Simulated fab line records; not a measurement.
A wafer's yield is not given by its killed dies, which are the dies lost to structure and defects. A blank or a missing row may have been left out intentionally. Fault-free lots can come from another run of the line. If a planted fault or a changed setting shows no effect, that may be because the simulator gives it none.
Comparing a struck lot with a sound one | flow nandHarc | 15 steps out of a route of 1302
Sound: wafers L279.3, L279.4, L279.6. Wafers struck: L286.2, L286.3, L286.6. At the end, the cause is stated.
Order at every step that has rows: each side's tool, ch and its chambers, its first start. Under that, the readings that differ: sound wafers | struck wafers | difference of the means | sigmas: that difference in standard deviations of wafers without a fault.
alike: readings whose means differ by less than 2 such deviations, and words and numbers that are the same on both sides. not compared: withheld readings, readings that some wafer has no value for, bounds like >300 that may hide the same value, and numbers for which the record gives no deviation and whose values overlap.
Wherever a step has rows on one side only, a row that says differs or no value, or a row with sigmas, the two part there. Numbers that have no deviation but don't overlap get no sigmas and don't part them. Lack of a reading on every wafer of one side parts them only where that side has two or more wafers.

first, 1 step without rows for these wafers: NHARC_A_ONON_D1_DEP_12 (target thk 1000 nm).
NHARC_A_ONON_D1_THK_MEAS_14: measures by ellipsometry.
  struck on filmMetro-02, day 13 23:26; sound on filmMetro-02, day 11 07:52
  alike: thkNm
then, 2 steps without rows for these wafers: NHARC_A_ONON_D1_ANNEAL_15 (time 3600 s); NHARC_A_ONON_D1_DEP_16 (target thk 1000 nm).
NHARC_A_ONON_D1_THK_MEAS_18: measures by ellipsometry.
  struck on filmMetro-02, day 14 07:12; sound on filmMetro-02, day 11 15:43
reading    | sound          | struck      | difference | sigmas
thkNm (nm) | 1019 1017 1017 | 994 994 992 | -24        | -2
next comes 1 step that has no rows for these wafers: NHARC_A_ONON_D1_DEP_19 (target thickness 1000 nm).
NHARC_A_ONON_D1_THK_MEAS_21: measures by ellipsometry.
  struck on filmMetro-02, day 14 07:46; sound on filmMetro-02, day 11 16:17
  alike: thkNm
next comes 1 step that has no rows for these wafers: NHARC_A_ONON_D1_DEP_22 (target thickness 1000 nm).
NHARC_A_ONON_D1_THK_MEAS_24: measures by ellipsometry.
  struck on filmMetro-02, day 14 08:20; sound on filmMetro-01, day 11 16:50
reading    | sound       | struck         | difference | sigmas
thkNm (nm) | 984 986 985 | 1007 1007 1008 | +22        | +3
next comes 1 step that has no rows for these wafers: NHARC_A_ONON_D1_DEP_25 (target thickness 1000 nm).
NHARC_A_ONON_D1_THK_MEAS_27: measures by ellipsometry.
  struck on filmMetro-02, day 14 08:54; sound on filmMetro-02, day 11 17:25
  alike: thkNm
NHARC_A_ONON_D1_DEP_28: target thk 1000 nm.
  sound on pecvdOnon-04 ch 0, day 11 17:42; struck on pecvdOnon-02 ch 0, day 14 09:01
NHARC_A_ONON_D1_THK_MEAS_30: measures by ellipsometry.
  struck on filmMetro-01, day 14 09:28; sound on filmMetro-02, day 11 18:06
reading    | sound       | struck      | difference | sigmas
thkNm (nm) | 978 978 979 | 834 831 833 | -146       | -16
NHARC_A_ONON_D1_DEP_33: deposits SiO2, target thk 200 nm.
  sound on pecvd-01 ch 0,2, day 11 18:10; struck on pecvd-03 ch 0,1,2, day 14 09:47
  alike: heaterPowerOuterW, heaterPowerW, rfFwdPowerW, throttleValvePct
  not compared: sinceWetCleanH
-- record jumps: 16 days between struck wafers' starts before vs after; left off in module A_ONON_D1, resumes in module END, first step shown is number 1302 of the route --
NHARC_END_SORT_01:
  sound on prober-01 ch 0, day 27 17:40; struck on prober-02 ch 0, day 29 23:06
reading           | sound    | struck      | difference | sigmas
killedAtArray     | 48 59 55 | 674 674 675 | +620       | +39
killedAtPeriphery | 3 10 12  | 3 2 1       | -6         | -2
killedDies        | 53 69 67 | 677 677 677 | +614       | +38
  alike: killedAtOther, killedOpen, killedShort

== WHERE THEY PART ==
Last at NHARC_END_SORT_01 as far as this record goes, first at NHARC_A_ONON_D1_THK_MEAS_18.

WHY: what had been put in by the simulator
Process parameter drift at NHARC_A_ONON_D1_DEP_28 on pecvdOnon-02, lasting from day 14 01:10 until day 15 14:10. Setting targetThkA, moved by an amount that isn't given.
